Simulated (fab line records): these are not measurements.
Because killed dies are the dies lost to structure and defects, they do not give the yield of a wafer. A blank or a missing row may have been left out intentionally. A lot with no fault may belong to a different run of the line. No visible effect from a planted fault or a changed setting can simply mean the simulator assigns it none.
Which tool was responsible? + flow nand_harc + route of 1159 steps, sampled at 1 step: 11 lots, 33 wafers

== WHAT THE GAUGES SHOWED, per wafer ==
NHARC_A_CHANNEL_HOLE_D1_OVL_MEAS_11.
| lot  | measured     | on         | overlay_x_nm (nm) |
|------|--------------|------------|-------------------|
| L914 | day 8 10:09  | overlay-01 | 0.4 0.2 -0.2      |
| L917 | day 8 19:25  | overlay-01 | -0.9 -0.3 -0.4    |
| L921 | day 10 00:18 | overlay-02 | 0.7 0.6 0.6       |
| L920 | day 10 00:38 | overlay-02 | 0.8 0.8 0.8       |
| L923 | day 10 12:16 | overlay-02 | -0.2 0.3 0.4      |
| L927 | day 11 13:53 | overlay-02 | -0.9 -0.6 -0.8    |
| L926 | day 11 14:10 | overlay-01 | -0.2 0.2 0.1      |
| L931 | day 12 19:17 | overlay-01 | -0.7 -0.6 -0.3    |
| L934 | day 13 03:35 | overlay-02 | 0.2 0.3 0.2       |
| L936 | day 13 12:31 | overlay-02 | -0.4 -0.5 -0.4    |
| L937 | day 13 14:25 | overlay-02 | -0.6 -0.7 -0.7    |

== TOOL THAT RAN EACH LOT (tool first, then ch and the chambers of the sampled wafers, then the start) ==
The record shows no process step preceding these readings.

== THE ANSWER, worked out from the rows above alone ==
Rule: the lots themselves supply what counts as usual. Put in order of their means at a reading, lots are off if they are a third of the lots or fewer, leave a main group of 4 or more, and stand apart from it by a gap of 3 or more times the standard deviation of the main group's means; of several such gaps the widest counts. A main group is skipped when, at the precision printed for the reading in the tables above, its means are all equal. A lot without any number at a reading at which 4 lots or more have one is off too. All remaining lots with rows at the step are treated as sound.
Across all readings shown, no lot is off: no conclusion can be drawn from this.

== WHAT WAS PUT IN BY THE SIMULATOR ==
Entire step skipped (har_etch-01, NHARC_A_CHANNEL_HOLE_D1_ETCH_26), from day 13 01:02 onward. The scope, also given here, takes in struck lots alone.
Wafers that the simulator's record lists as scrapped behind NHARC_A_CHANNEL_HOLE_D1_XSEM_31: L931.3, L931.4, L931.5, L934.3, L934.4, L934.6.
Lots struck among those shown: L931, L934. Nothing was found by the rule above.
